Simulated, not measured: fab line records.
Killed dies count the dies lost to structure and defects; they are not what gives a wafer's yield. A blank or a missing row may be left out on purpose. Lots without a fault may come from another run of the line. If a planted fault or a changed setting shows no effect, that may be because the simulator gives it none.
Matching of chambers    flow n5Finfet    N5_BEOL_M7_DESCUM_16 on rieDiel-04: 4 sister chambers
The step chemistry O2, time 7.9 s. 24 wafers are shown with their chamber, then 12 later ones without.

== EACH WAFER AND ITS CHAMBER ==
wafer   chamber  showerheadPlenumPTorr (Torr)  rfFwdPowerW (W)  throttleValvePct (%)
L074.3  1        2.13                          49.47            20.28
L074.4  2        2.07                          49.38            20.60
L074.5  3        1.98                          49.10            20.24
L079.1  3        1.98                          49.13            20.24
L079.4  2        2.07                          49.12            20.59
L079.6  2        2.07                          49.47            20.61
L077.1  2        2.06                          49.36            20.59
L077.3  3        1.98                          49.05            20.24
L077.6  2        2.06                          49.41            20.61
L078.1  0        2.17                          49.77            20.56
L078.4  1        2.13                          49.39            20.30
L078.5  2        2.06                          49.33            20.62
L080.1  2        2.06                          49.39            20.61
L080.3  0        2.17                          49.87            20.55
L080.5  0        2.17                          49.83            20.56
L083.4  3        1.97                          49.03            20.27
L083.5  0        2.16                          49.60            20.59
L083.6  1        2.12                          49.22            20.32
L085.2  2        2.06                          49.46            20.27
L085.4  0        2.16                          49.66            20.59
L085.6  2        2.06                          49.56            20.27
L088.1  0        2.16                          49.82            20.59
L088.4  2        2.06                          49.24            20.27
L088.6  0        2.16                          49.88            20.59

SIGNATURES (averages over the wafers above)
reading                chamber 0  chamber 1  chamber 2  chamber 3  scatter within a chamber
showerheadPlenumPTorr  2.1643     2.1267     2.0630     1.9775     0.00511
rfFwdPowerW            49.7757    49.3600    49.3720    49.0775    0.111
throttleValvePct       20.5757    20.3000    20.5040    20.2475    0.109
Rule: for a wafer and a chamber, the distance is found by dividing, reading by reading, the gap between the wafer's reading and the chamber's mean by the reading's scatter, squaring, summing and taking the root. If the next closest chamber is less than 2 further off than the closest, the wafer can't be placed; otherwise it belongs to the closest. The scatter: the root of (the sum of the squares of (reading less its chamber's mean) over the shown wafers, divided by (wafers less chambers)).

== WAFERS WHOSE CHAMBER IS MISSING ==
wafer   showerheadPlenumPTorr (Torr)  rfFwdPowerW (W)  throttleValvePct (%)
L092.2  2.06                          49.28            20.30
L092.3  2.16                          49.68            20.59
L092.5  2.16                          49.58            20.61
L093.1  2.12                          49.21            20.34
L093.4  2.16                          49.57            20.58
L093.6  2.06                          49.26            20.29
L095.2  2.23                          49.21            19.95
L095.3  2.12                          49.19            20.35
L095.4  2.15                          49.71            20.62
L096.3  2.15                          49.71            20.64
L096.4  2.12                          49.27            20.34
L096.5  2.15                          49.83            20.62

== EACH ONE'S CHAMBER ==
wafer    from the rows above   in truth
L092.2   2                     2
L092.3   0                     0
L092.5   0                     0
L093.1   1                     1
L093.4   0                     0
L093.6   2                     2
L095.2   0                     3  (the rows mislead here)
L095.3   1                     1
L095.4   0                     0
L096.3   0                     0
L096.4   1                     1
L096.5   0                     0
Placed correctly: 11 of 12. From these rows, 0 cannot be placed. Number placed wrongly: 1.
